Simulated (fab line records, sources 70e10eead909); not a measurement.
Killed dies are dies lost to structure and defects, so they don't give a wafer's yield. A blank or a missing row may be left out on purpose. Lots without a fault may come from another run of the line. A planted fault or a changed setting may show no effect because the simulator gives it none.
Chamber matching | flow nand_harc | NHARC_A_CONTACT_ETCH_102 on rie_diel-02: 4 sister chambers
The step etches the open film in CF4/O2, target depth 100 nm, overetch 10 nm, time 55 s. 8 wafers are shown with their chamber, then 12 later ones without.

WAFERS WITH THEIR CHAMBER
wafer  | chamber | showerhead_plenum_p_Torr (Torr) | drypump_motor_current_A (A)
L083.6 | 1       | 1.43                            | 5.99
L085.5 | 1       | 1.43                            | 6.00
L090.1 | 0       | 1.44                            | 6.21
L090.2 | 2       | 1.38                            | 6.40
L090.3 | 3       | 1.24                            | 5.60
L093.1 | 2       | 1.38                            | 6.36
L093.2 | 0       | 1.43                            | 6.26
L093.4 | 3       | 1.24                            | 5.60

WAFERS WITHOUT THEIR CHAMBER
wafer  | showerhead_plenum_p_Torr (Torr) | drypump_motor_current_A (A)
L094.1 | 1.38                            | 6.38
L094.2 | 1.43                            | 6.22
L094.4 | 1.23                            | 5.62
L095.2 | 1.23                            | 5.60
L095.4 | 1.43                            | 6.20
L095.5 | 1.43                            | 6.23
L096.2 | 1.23                            | 5.63
L096.4 | 1.38                            | 6.40
L096.6 | 1.38                            | 6.35
L097.2 | 1.38                            | 6.37
L097.4 | 1.43                            | 6.20
L097.6 | 1.23                            | 5.60

WHICH CHAMBER EACH WENT THROUGH
wafer  | from the rows above | in truth
L094.1 | 2                   | 2
L094.2 | 0                   | 0
L094.4 | 3                   | 3
L095.2 | 3                   | 3
L095.4 | 0                   | 0
L095.5 | 0                   | 0
L096.2 | 3                   | 3
L096.4 | 2                   | 2
L096.6 | 2                   | 2
L097.2 | 2                   | 2
L097.4 | 0                   | 0
L097.6 | 3                   | 3
Placed correctly: 12 of 12. Can't be placed from these rows: 0. Placed wrongly: 0.
How it was worked out, from the rows above alone: a wafer's distance from a chamber is the root of the sum, over the readings, of the square of ((its reading less the chamber's mean) divided by the reading's scatter). The wafer belongs to the nearest chamber; if the next one is less than 2 further off, it can't be placed. A chamber's mean is the mean of its shown wafers. The scatter: the root of (the sum of the squares of (reading less its chamber's mean) over the shown wafers, divided by (wafers less chambers)).
